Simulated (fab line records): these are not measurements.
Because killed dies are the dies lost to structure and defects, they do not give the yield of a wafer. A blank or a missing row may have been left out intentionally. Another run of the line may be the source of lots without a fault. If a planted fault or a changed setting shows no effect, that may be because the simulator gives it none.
fab line records    flow nand_harc
[record] lots = 6  wafers = 18  last_day = 33
route steps=1302 shown P_M1@288
lots that met no fault: from a run of the same line without faults
start_h: hours from the record's opening day to when the first of the lot's shown wafers began    wait_h: how many hours have passed since the lot's step before this one    " the same as in the row above    L1.1+2: one row covering several wafers at once    - no value present, or no start provided    * or withheld: withheld    < > ~ a bound
route shown NAME@n: a module of which the file shows steps, and the number in the route of the first    usual: the fault-free wafers' mean and standard deviation    same: alike in all rows    chamber/n: place in a boat    sites: readings site by site    _std_site: the standard deviation of these    _edge_site: inner sites' mean taken away from outer sites' mean    radius_mm: for every site, how far away it sits from the centre of the wafer    mask NAME#n: copy n    behind: tool/chamber where the wafer was last shaped    hold: what put the lot on hold/how long, in hours/how the hold closed    device: names the non-switching transistor (n, p or np)    end of line: the same wafers' tests at the end of the route    where a step has no rows: the recipe by itself    killed: dies that structure and defects cost at the first sort, which is not the same as the wafer's yield    map: per-die view of a wafer (x killed, . not killed, _ where there is no die)
set.NAME: the setting that was run; set.NAME@STEP: the one run at that earlier step    model.NAME: the simulator's own value behind a step, which no gauge read
lots at selected steps of the route; one table per step, one row per wafer
services: when a tool's chamber went out of use (start_h, in hours from the record's first day, below 0 if earlier), for how many hours, and the reason
[[steps]]
[step NHARC_P_M1_COAT_34]
[recipe] temp_c = 200  time_s = 65
[step NHARC_P_M1_COAT_03]
[recipe] spin_rpm = 1500  resist_thk_nm = 90
[step NHARC_P_M1_SOFTBAKE_04]
[recipe] temp_c = 105  time_s = 55
[step NHARC_P_M1_EBR_05]
[step NHARC_P_M1_EXPOSE_06]
[recipe] na = 1.35  target_cd_nm = 130  dose_mj = 81.88  mask_id = P_M1
[step NHARC_P_M1_PEB_07]
[recipe] peb_temp_c = 100  peb_time_s = 65
[step NHARC_P_M1_DEVELOP_08]
[recipe] develop_time_s = 35  dev_temp_c = 23
[step NHARC_P_M1_CD_MEAS_09]
[recipe] target_cd_nm = 130  landing_energy_ev = 500
[usual] cd_nm = 129.9/0.51
lot.wafer  tool       chamber  start_h  wait_h  cd_nm
L532.3     cd_sem-03  0        166.02   -       129.3
L532.5     "          0        "        "       129.9
L532.6     "          0        "        "       129.6
L537.1     cd_sem-02  0        219.99   -       129.2
L537.3     "          0        "        "       129.8
L537.4     "          0        "        "       129.4
L541.1     cd_sem-02  0        256.17   -       129.9
L541.5     "          0        "        "       129.9
L541.6     "          0        "        "       129.5
L543.1     cd_sem-02  0        271.23   -       129.9
L543.2     "          0        "        "       130.5
L543.4     "          0        "        "       130.8
L549.3     cd_sem-02  0        335.65   -       129.8
L549.5     "          0        "        "       128.9
L549.6     "          0        "        "       129.9
L550.2     cd_sem-01  0        348.41   -       128.8
L550.4     "          0        "        "       128.6
L550.5     "          0        "        "       129.5
[step NHARC_P_M1_OVL_MEAS_10]
[recipe] pitch_nm = 260
[usual] overlay_x_nm = -0.3/0.83  overlay_y_nm = 0.2/0.82
lot.wafer  tool        chamber  start_h  wait_h  overlay_x_nm  overlay_y_nm
L532.3     overlay-02  -        166.11   -       0.2           1.2
L532.5     "           -        "        "       0.3           1.1
L532.6     "           -        "        "       1.0           1.1
L537.1     overlay-02  -        220.07   -       1.5           -0.7
L537.3     "           -        "        "       1.4           -0.2
L537.4     "           -        "        "       1.4           -0.2
L541.1     overlay-02  -        256.26   -       -0.6          0.0
L541.5     "           -        "        "       -0.2          0.4
L541.6     "           -        "        "       -0.7          0.1
L543.1     overlay-01  -        271.31   -       -0.6          2.9
L543.2     "           -        "        "       -0.8          2.0
L543.4     "           -        "        "       -0.1          1.7
L549.3     overlay-01  -        335.74   -       -0.4          -0.2
L549.5     "           -        "        "       -0.7          0.5
L549.6     "           -        "        "       -0.5          0.7
L550.2     overlay-02  -        348.50   -       -2.4          1.2
L550.4     "           -        "        "       -2.2          1.0
L550.5     "           -        "        "       -2.9          0.8
[step NHARC_P_M1_INSPECT_11]
[usual] raw_defect_count = 4.3/2.7
lot.wafer  tool               chamber  start_h  wait_h  raw_defect_count
L532.3     defect_inspect-02  -        166.14   0.0     4
L532.5     "                  -        "        "       5
L532.6     "                  -        "        "       2
L537.1     defect_inspect-02  -        220.11   0.0     8
L537.3     "                  -        "        "       10
L537.4     "                  -        "        "       8
L541.1     defect_inspect-02  -        256.29   0.0     7
L541.5     "                  -        "        "       8
L541.6     "                  -        "        "       3
L543.1     defect_inspect-02  -        271.35   0.0     7
L543.2     "                  -        "        "       4
L543.4     "                  -        "        "       5
L549.3     defect_inspect-01  -        335.77   0.0     8
L549.5     "                  -        "        "       3
L549.6     "                  -        "        "       4
L550.2     defect_inspect-02  -        348.54   0.0     5
L550.4     "                  -        "        "       5
L550.5     "                  -        "        "       3
[step NHARC_P_M1_DESCUM_14]
[recipe] time_s = 3  o2_flow_sccm = 200  ar_flow_sccm = 0  bias_power_w = 0  chemistry = O2
[usual] chamber_pressure_mTorr = 59.99/0.055  drypump_motor_current_A = 5.55/0.25  oes_product_au = 1.000/0.0083  rf_vpp_V = 57.9/0.9  showerhead_plenum_p_Torr = 1.94/0.071  throttle_valve_pct = 11.311/0.0089
lot.wafer  tool         chamber  start_h  wait_h  chamber_pressure_mTorr  drypump_motor_current_A  oes_product_au  rf_hours_counter_h  rf_vpp_V  showerhead_plenum_p_Torr  throttle_valve_pct
L532.3     rie_diel-03  0        166.22   0.1     60.05                   5.63                     1.012           2                   57.9      2.04                      11.306
L532.6     "            2        "        "       60.05                   6.01                     1.013           -                   58.9      2.00                      11.320
L532.5     "            3        "        "       60.08                   5.63                     1.009           -                   58.0      1.88                      11.320
L537.3     rie_diel-05  2        220.17   0.1     59.98                   5.62                     0.991           11                  57.6      2.01                      11.316
L537.1     "            1        "        "       59.95                   5.41                     1.005           10                  58.4      1.92                      11.313
L537.4     "            0        "        "       59.94                   5.66                     0.995           -                   58.1      2.00                      11.323
L541.1     rie_diel-03  1        256.38   0.1     60.00                   5.49                     1.020           13                  56.8      1.84                      11.307
L541.6     "            2        "        "       59.93                   5.97                     1.001           -                   58.7      2.00                      11.311
L541.5     "            3        "        "       59.97                   5.57                     1.005           -                   55.3      1.88                      11.303
L543.1     rie_diel-03  0        271.41   0.1     59.94                   5.65                     1.002           12                  57.3      2.03                      11.312
L543.2     "            2        "        "       59.98                   6.00                     0.993           14                  57.5      2.00                      11.295
L543.4     "            3        "        "       60.10                   5.62                     0.993           13                  58.4      1.88                      11.309
L549.3     rie_diel-05  2        335.83   0.1     60.03                   5.58                     1.008           7                   57.0      2.00                      11.312
L549.6     "            2        "        "       59.97                   5.60                     0.999           -                   58.0      2.00                      11.315
L549.5     "            3        "        "       60.01                   5.40                     0.991           -                   58.1      1.94                      11.312
L550.2     rie_diel-01  1        348.60   0.1     60.02                   4.82                     0.997           32                  58.9      1.96                      11.308
L550.4     "            3        "        "       59.95                   5.25                     0.997           33                  56.1      1.81                      11.298
L550.5     "            1        "        "       59.99                   4.82                     1.000           -                   56.6      1.96                      11.318
[step NHARC_P_M1_ETCH_35]
[recipe] target_depth_a = 400  overetch_a = 120  time_s = 43.94  ion_energy_ev = 200  n2_flow_sccm = 150  h2_flow_sccm = 150  ar_flow_sccm = 0  rf_w = 400  bias_w = 150  chemistry = N2/H2
[usual] chamber_pressure_mTorr = 30.002/0.029  drypump_motor_current_A = 5.56/0.24  h2_flow_sccm = 150.0/0.47  n2_flow_sccm = 150.0/0.42  oes_product_au = 1.000/0.0089  rf_vpp_V = 431.2/2.3  run_length_s = 65.4/0.44  showerhead_plenum_p_Torr = 2.07/0.077  throttle_valve_pct = 14.172/0.01
lot.wafer  tool         chamber  start_h  wait_h  chamber_pressure_mTorr  drypump_motor_current_A  h2_flow_sccm  n2_flow_sccm  oes_product_au  rf_hours_counter_h  rf_vpp_V  run_length_s  showerhead_plenum_p_Torr  throttle_valve_pct
L532.3     rie_diel-03  3        166.30   0.1     29.997                  5.60                     149.9         150.4         1.006           3                   429.9     65.0          2.01                      14.156
L532.5     "            2        "        "       29.996                  5.99                     150.0         150.1         1.017           -                   433.8     65.7          2.14                      14.180
L532.6     "            3        "        "       30.010                  5.66                     150.2         150.0         1.020           -                   430.2     65.1          2.01                      14.179
L537.1     rie_diel-05  1        220.27   0.1     30.045                  5.39                     150.1         150.1         0.978           10                  429.9     65.1          2.04                      14.167
L537.3     "            2        "        "       30.012                  5.58                     149.9         150.1         0.990           11                  432.9     65.7          2.14                      14.164
L537.4     "            0        "        "       29.976                  5.64                     149.8         150.2         0.989           -                   431.3     65.4          2.13                      14.165
L541.1     rie_diel-03  1        256.45   0.1     29.972                  5.52                     149.0         149.1         1.003           13                  428.8     65.3          1.96                      14.180
L541.5     "            3        "        "       30.024                  5.58                     149.9         150.7         1.012           -                   429.7     64.8          2.01                      14.168
L541.6     "            0        "        "       29.993                  5.66                     150.4         149.9         1.005           -                   435.1     65.5          2.17                      14.174
L543.1     rie_diel-03  0        271.50   0.1     30.027                  5.64                     150.7         149.5         1.000           12                  433.1     65.5          2.17                      14.174
L543.2     "            1        "        "       30.025                  5.51                     149.1         150.2         1.004           14                  426.8     65.4          1.95                      14.159
L543.4     "            2        "        "       30.030                  5.99                     149.6         149.8         0.988           14                  432.4     65.7          2.13                      14.166
L549.3     rie_diel-05  2        335.93   0.1     29.988                  5.55                     149.8         149.5         0.994           7                   433.6     65.3          2.14                      14.183
L549.5     "            1        "        "       29.986                  5.43                     150.4         149.7         0.993           -                   430.3     65.0          2.04                      14.173
L549.6     "            2        "        "       30.017                  5.60                     149.4         150.3         0.997           -                   433.1     65.3          2.14                      14.182
L550.2     rie_diel-01  3        348.69   0.1     29.981                  5.24                     150.0         150.2         0.982           33                  426.8     66.1          1.93                      14.181
L550.4     "            1        "        "       29.996                  4.82                     149.4         149.8         0.994           32                  431.7     66.4          2.10                      14.199
L550.5     "            2        "        "       30.022                  5.93                     150.9         150.9         0.990           -                   427.9     64.6          1.92                      14.174
[step NHARC_P_M1_ETCH_15]
[recipe] target_depth_a = 1825  time_s = 91.2  c4f8_flow_sccm = withheld  ar_flow_sccm = 400  rf_w = 600  bias_w = 300  chemistry = C4F8/Ar
[usual] chamber_pressure_mTorr = 24.998/0.022  oes_product_au = 0.954/0.022  rf_vpp_V = 441.6/2.2  run_length_s = 112.6/0.43
lot.wafer  tool         chamber  start_h  wait_h  chamber_pressure_mTorr  oes_product_au  rf_hours_counter_h  rf_vpp_V  run_length_s
L532.3     rie_diel-03  1        166.39   -       25.019                  0.939           3                   438.4     112.5
L532.6     "            3        "        "       24.985                  0.937           -                   440.1     112.1
L532.5     "            0        "        "       25.022                  0.928           -                   443.7     112.8
L537.1     rie_diel-05  2        220.37   -       25.013                  0.964           11                  442.5     112.9
L537.3     "            1        "        "       24.966                  0.968           10                  442.1     112.5
L537.4     "            0        "        "       25.011                  0.964           -                   444.2     112.7
L541.1     rie_diel-03  2        256.53   -       25.003                  0.935           13                  443.2     99.8
L541.5     "            1        "        "       25.008                  0.943           -                   437.6     112.5
L541.6     "            2        "        "       24.975                  0.931           -                   443.5     113.0
L543.2     rie_diel-03  0        271.59   -       24.944                  0.963           12                  444.1     113.2
L543.4     "            1        "        "       24.981                  0.968           14                  438.5     99.8
L543.1     "            2        "        "       25.023                  0.978           14                  443.4     100.1
L549.3     rie_diel-05  0        336.02   -       25.052                  0.932           7                   442.5     113.0
L549.5     "            2        "        "       25.011                  0.935           -                   442.8     112.5
L549.6     "            3        "        "       25.022                  0.960           -                   441.5     112.1
L550.4     rie_diel-01  1        348.78   -       24.979                  0.925           32                  443.1     113.3
L550.2     "            2        "        "       25.045                  0.924           34                  437.4     111.8
L550.5     "            1        "        "       25.027                  0.927           -                   443.7     113.1
[step NHARC_P_M1_CD_MEAS_16]
[usual] cd_nm = 129.8/0.66
lot.wafer  tool       chamber  start_h  wait_h  cd_nm
L532.3     cd_sem-01  -        166.51   -       129.3
L532.5     "          -        "        "       129.2
L532.6     "          -        "        "       129.3
L537.1     cd_sem-02  -        220.52   -       129.4
L537.3     "          -        "        "       129.2
L537.4     "          -        "        "       129.6
L541.1     cd_sem-03  -        256.66   -       129.1
L541.5     "          -        "        "       129.3
L541.6     "          -        "        "       129.4
L543.1     cd_sem-02  -        271.71   -       130.0
L543.2     "          -        "        "       131.0
L543.4     "          -        "        "       130.6
L549.3     cd_sem-01  -        336.15   -       129.7
L549.5     "          -        "        "       129.1
L549.6     "          -        "        "       129.6
L550.2     cd_sem-03  -        348.91   -       128.4
L550.4     "          -        "        "       128.9
L550.5     "          -        "        "       128.9
[[services]]
tool         chamber  start_h  hours  kind
rie_diel-03  0        146.02   2.5    repair
rie_diel-03  0        152.10   5.1    repair
rie_diel-03  0        162.30   -      clean
rie_diel-03  1        162.30   -      clean
rie_diel-03  2        162.30   -      clean
rie_diel-03  3        162.30   -      clean
rie_diel-03  0        172.44   2.6    repair
rie_diel-03  0        186.80   -      clean
rie_diel-03  1        186.80   -      clean
rie_diel-03  2        186.80   -      clean
rie_diel-03  3        186.80   -      clean
rie_diel-01  2        187.54   16.3   repair
rie_diel-05  3        198.93   132.0  repair
rie_diel-01  -        203.84   9.0    pm
rie_diel-03  0        211.30   -      clean
rie_diel-03  1        211.30   -      clean
rie_diel-03  0        228.52   3.2    repair
rie_diel-05  -        229.60   9.0    pm
rie_diel-05  1        271.05   21.7   repair
rie_diel-03  -        281.30   9.0    pm
rie_diel-05  -        306.44   0.6    repair
rie_diel-03  1        310.53   5.6    repair
rie_diel-01  -        318.47   29.9   repair
rie_diel-03  -        340.38   2.4    repair
[[key]]
[first_sign] step = NHARC_P_M1_ETCH_15  reading = run_length_s  direction = down  sigmas = 29  usual = *  struck = *
effect none on later readings
met_at NHARC_P_M1_ETCH_15
struck_wafers L541.1,L543.1,L543.4
later_rows_left_out L541.1,L543.4
sort_left_out L541.1,L543.1,L543.4
onset_between 166.39 256.53
[fault] kind = process_parameter_drift  tool = rie_diel-03  chamber = -  onset_h = 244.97  steps = NHARC_P_M1_ETCH_15  channel = time_s  offset = *  shape = step  end_h = 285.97  scope = struck_wafers_only  acts_in = *  stated = *
// sort_left_out: the simulated sort isn't trusted on such a fault, so these wafers' sort isn't shown, and their yield isn't known
// later_rows_left_out: the simulator's readings of these wafers behind a module that went badly wrong aren't trusted and aren't shown, but for the sort
